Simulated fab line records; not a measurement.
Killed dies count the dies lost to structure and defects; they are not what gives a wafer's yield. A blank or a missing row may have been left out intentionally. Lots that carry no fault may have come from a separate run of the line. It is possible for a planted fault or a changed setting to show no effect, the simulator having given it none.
Chamber matching ; flow nand_harc ; NHARC_A_STAIRCASE_DESCUM_219 on rie_diel-10 has 4 sister chambers
The step chemistry O2, time 3 s. 8 wafers are shown with their chamber, then 10 later ones without.

== WAFERS, EACH WITH ITS CHAMBER ==
wafer;chamber;drypump_motor_current_A (A);showerhead_plenum_p_Torr (Torr)
L080.5;1;5.2;1.85
L081.5;0;6.3;1.92
L081.6;3;5.6;1.84
L089.1;2;5.9;1.79
L089.2;0;6.2;1.91
L089.3;1;5.2;1.84
L091.3;2;6.0;1.79
L091.4;3;5.6;1.83

== WAFERS WITHOUT THEIR CHAMBER ==
wafer;drypump_motor_current_A (A);showerhead_plenum_p_Torr (Torr)
L091.6;6.0;1.79
L094.4;5.9;1.78
L094.5;5.6;1.83
L094.6;6.3;1.90
L096.1;6.3;1.90
L096.2;5.9;1.78
L096.3;5.5;1.83
L095.1;5.9;1.78
L095.2;6.3;1.90
L095.5;5.9;1.78

== EACH ONE'S CHAMBER ==
wafer;from the rows above;in truth
L091.6;2;2
L094.4;2;2
L094.5;3;3
L094.6;0;0
L096.1;0;0
L096.2;2;2
L096.3;3;3
L095.1;2;2
L095.2;0;0
L095.5;2;2
Correctly placed: 10 of 10. Number that these rows cannot place: 0. Placed wrongly: 0.
How it was worked out, from the rows above alone: a wafer's distance from a chamber is the root of the sum, over the readings, of the square of ((its reading less the chamber's mean) divided by the reading's scatter). The wafer belongs to the nearest chamber; if the next one is less than 2 further off, it can't be placed. For every chamber, the mean is computed from those of its wafers that are shown. The scatter is the square root of a quotient: the sum, over the shown wafers, of each reading's squared deviation from its chamber's mean, divided by wafers minus chambers.
